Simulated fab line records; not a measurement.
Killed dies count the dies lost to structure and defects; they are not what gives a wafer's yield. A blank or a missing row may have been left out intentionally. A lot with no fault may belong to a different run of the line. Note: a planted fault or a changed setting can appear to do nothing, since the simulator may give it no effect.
Chamber matching    flow nand_harc    ald_hk-02 running NHARC_A_CHANNEL_FILL_D2_ALD_14: 4 sister chambers
The step deposits SiO2, target thk 2.5 nm, pulse time 10 s, ald cycles 25. 4 wafers are shown with their chamber, then 7 later ones without.

## EACH WAFER AND ITS CHAMBER
wafer   chamber  heater_power_w (W)
L083.1  1        473
L083.5  3        494
L085.2  2        389
L085.4  0        429

## WAFERS WITH NO CHAMBER GIVEN
wafer   heater_power_w (W)
L085.5  366
L087.4  446
L087.5  460
L087.6  468
L093.1  497
L093.5  438
L093.6  468

## WHICH CHAMBER EACH WENT THROUGH
wafer   from the rows above           in truth
L085.5  2                             2
L087.4  can't be placed: 0 or 1       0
L087.5  can't be placed: 1 or 0 or 3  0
L087.6  can't be placed: 1 or 3       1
L093.1  can't be placed: 3 or 1       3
L093.5  0                             0
L093.6  can't be placed: 1 or 3       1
Correct placement for 2 of the 7. Cannot be placed on the basis of these rows: 5; the candidates contain the true chamber in 5. 0 placed wrongly.
How it was worked out, from the rows above alone: a wafer's distance from a chamber is the root of the sum, over the readings, of the square of ((its reading less the chamber's mean) divided by the reading's scatter). The wafer belongs to the nearest chamber; if the next one is less than 2 further off, it can't be placed. The mean given for a chamber averages the wafers shown for that chamber. The scatter (one wafer shown for each chamber): square how far every hidden wafer sits from the nearest shown wafer, average those squares and take the square root.
